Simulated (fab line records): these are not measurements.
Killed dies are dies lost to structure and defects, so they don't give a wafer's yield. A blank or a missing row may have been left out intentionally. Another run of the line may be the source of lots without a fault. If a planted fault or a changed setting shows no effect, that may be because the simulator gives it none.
A struck lot beside a sound one    flow nand_harc    17 out of 1302 route steps
Sound: wafers L220.1, L220.3, L220.4. Wafers L224.2, L224.3, L224.6 were the ones struck. At the end, the cause is stated.
Order at every step that has rows: each side's tool, ch and its chambers, its first start. Under that, the readings that differ: sound wafers    struck wafers    difference of the means    sigmas: that difference in standard deviations of wafers without a fault.
alike: words and numbers the same on both sides, and readings whose means are apart by under 2 such deviations; not compared: readings that were withheld, readings missing a value for some wafer, numbers with overlapping values and no deviation given by the record, and bounds like >300 which may hide the same value.
Wherever a step has rows on one side only, a row that says differs or no value, or a row with sigmas, the two part there. Numbers that have no deviation but don't overlap get no sigmas and don't part them. A reading that every wafer of one side lacks parts them only if that side has two wafers or more.

NHARC_P_ZERO_WELL_CD_MEAS_24: the cd target is 720 nm.
  sound on cd_sem-03 ch 0, day 3 14:38; struck on cd_sem-01 ch 0, day 5 06:35
  alike: cd_nm
then, 1 step without rows for these wafers: NHARC_P_ZERO_WELL_HARDBAKE_25 (time 80 s).
NHARC_P_ZERO_WELL_DESCUM_26: chemistry O2, time 3 s.
  sound on rie_diel-09 ch 0,1,2, day 3 14:48; struck on rie_diel-05 ch 1,3, day 5 06:45
reading                sound              struck             difference  sigmas
oes_product_au (a.u.)  1.017 1.012 1.015  0.973 0.986 0.995  -0.030      -3
  alike: drypump_motor_current_A, rf_vpp_V, showerhead_plenum_p_Torr, throttle_valve_pct
  not compared: rf_hours_counter_h
then, 9 steps without rows for these wafers: NHARC_P_ZERO_WELL_IMPLANT_27; NHARC_P_ZERO_WELL_IMPLANT_57; NHARC_P_ZERO_WELL_IMPLANT_58; NHARC_P_ZERO_WELL_STRIP_28 (strips in SPM, time 840 s); NHARC_P_ZERO_WELL_DEHYDRATE_29 (time 120 s); NHARC_P_ZERO_WELL_HMDS_30 (time 30 s); NHARC_P_ZERO_WELL_COAT_31; NHARC_P_ZERO_WELL_SOFTBAKE_32 (time 95 s); NHARC_P_ZERO_WELL_EBR_33.
NHARC_P_ZERO_WELL_EXPOSE_34: exposes mask P PWELL, target cd 720 nm.
  sound on krf_scanner-03 ch 0, day 3 16:07; struck on krf_scanner-03 ch 0, day 5 07:59
reading  sound                          struck                      difference  sigmas
mask     P_PWELL#0 P_PWELL#0 P_PWELL#0  P_HVPW#0 P_HVPW#0 P_HVPW#0  differs     
then, 2 steps without rows for these wafers: NHARC_P_ZERO_WELL_PEB_35 (peb time 85 s); NHARC_P_ZERO_WELL_DEVELOP_36 (time 70 s).
NHARC_P_ZERO_WELL_CD_MEAS_37: the cd target is 720 nm.
  sound on cd_sem-02 ch 0, day 3 16:17; struck on cd_sem-02 ch 0, day 5 08:08
reading     sound              struck  difference                     sigmas
cd_nm (nm)  720.7 718.9 721.3  - - -   no value on the struck wafers  
then, 1 step without rows for these wafers: NHARC_P_ZERO_WELL_HARDBAKE_38 (time 80 s).

## WHERE THEY PART
Earliest at NHARC_P_ZERO_WELL_DESCUM_26; latest, in this record, at NHARC_P_ZERO_WELL_CD_MEAS_37.

WHY: whatever the simulator had introduced
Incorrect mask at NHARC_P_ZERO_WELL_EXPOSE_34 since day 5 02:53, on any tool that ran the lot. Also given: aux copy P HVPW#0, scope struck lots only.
